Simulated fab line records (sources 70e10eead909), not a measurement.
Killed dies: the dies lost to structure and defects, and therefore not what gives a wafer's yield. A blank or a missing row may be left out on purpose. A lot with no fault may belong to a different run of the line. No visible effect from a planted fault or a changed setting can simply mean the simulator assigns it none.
A lot that was struck, set against a sound lot -- flow nand_harc -- 18 out of 1159 route steps
Sound: the wafers L299.1, L299.3, L299.4. Wafers struck: L298.1, L298.2, L298.4. At the end, the cause is stated.
Order at every step that has rows: each side's tool, ch and its chambers, its first start. Under that, the readings that differ: sound wafers -- struck wafers -- difference of the means -- sigmas: that difference in standard deviations of wafers without a fault.
alike: readings with means less than 2 such deviations apart, plus words and numbers identical on both sides. not compared: withheld readings, readings lacking a value on some wafer, bounds such as >300 that could conceal the same value, and numbers that have no deviation in the record and whose values overlap.
Wherever a step has rows on one side only, a row that says differs or no value, or a row with sigmas, the two part there. Numbers that don't overlap but have no deviation are shown without sigmas and don't part them. Lack of a reading on every wafer of one side parts them only where that side has two or more wafers.

first, 2 steps without rows for these wafers: NHARC_P_STI_SRD_39; NHARC_P_STI_OXIDE_40 (material SiO2, target thk 10 nm, ox time 1362 s).
NHARC_P_STI_INSPECT_25:
  struck on defect_inspect-01, day 4 08:37; sound on defect_inspect-02, day 4 08:37
  alike: raw_defect_count
then, 9 steps without rows for these wafers: NHARC_P_GATE_ETCH_69 (etches SiO2 in dHF, target depth 14 nm); NHARC_P_GATE_PRECLEAN_70 (cleans in SC1); NHARC_P_GATE_SRD_01; NHARC_P_GATE_OXIDE_02 (material SiO2, target thk 37.5 nm, ox time 365 s); NHARC_P_GATE_DEHYDRATE_03 (time 120 s); NHARC_P_GATE_HMDS_04 (time 30 s); NHARC_P_GATE_COAT_05; NHARC_P_GATE_SOFTBAKE_06 (time 95 s); NHARC_P_GATE_EBR_07.
NHARC_P_GATE_EXPOSE_08: exposes mask P HV.
  sound on krf_scanner-03 ch 0, day 4 16:31; struck on krf_scanner-01 ch 0, day 4 16:41
reading,sound,struck,difference,sigmas
mask,P_HV#0 P_HV#0 P_HV#0,P_PSD#0 P_PSD#0 P_PSD#0,differs,
  alike: reticle_temp_C
then, 2 steps without rows for these wafers: NHARC_P_GATE_PEB_09 (peb time 85 s); NHARC_P_GATE_DEVELOP_10 (time 70 s).
NHARC_P_GATE_CD_MEAS_11: target cd 1640 nm.
  sound on cd_sem-03 ch 0, day 4 16:40; struck on cd_sem-03 ch 0, day 4 16:50
reading,sound,struck,difference,sigmas
cd_nm (nm),1639.7 1638.5 1640.7,- - -,no value on the struck wafers,
then, 1 step without rows for these wafers: NHARC_P_GATE_HARDBAKE_12 (time 80 s).
-- break in the record here, with 15 days between the starts of the struck wafers on either side (left off in module P_GATE, picked up again in module END, where the first step shown is number 1159 on the route) --
NHARC_END_SORT_01:
  at this point the record logs the struck wafers (prober-01 ch 0, day 20 02:10) and has no rows for the sound ones

## WHERE THEY PART
First at NHARC_P_GATE_EXPOSE_08; last, within this record, at NHARC_END_SORT_01.

WHY: what the simulator had put in
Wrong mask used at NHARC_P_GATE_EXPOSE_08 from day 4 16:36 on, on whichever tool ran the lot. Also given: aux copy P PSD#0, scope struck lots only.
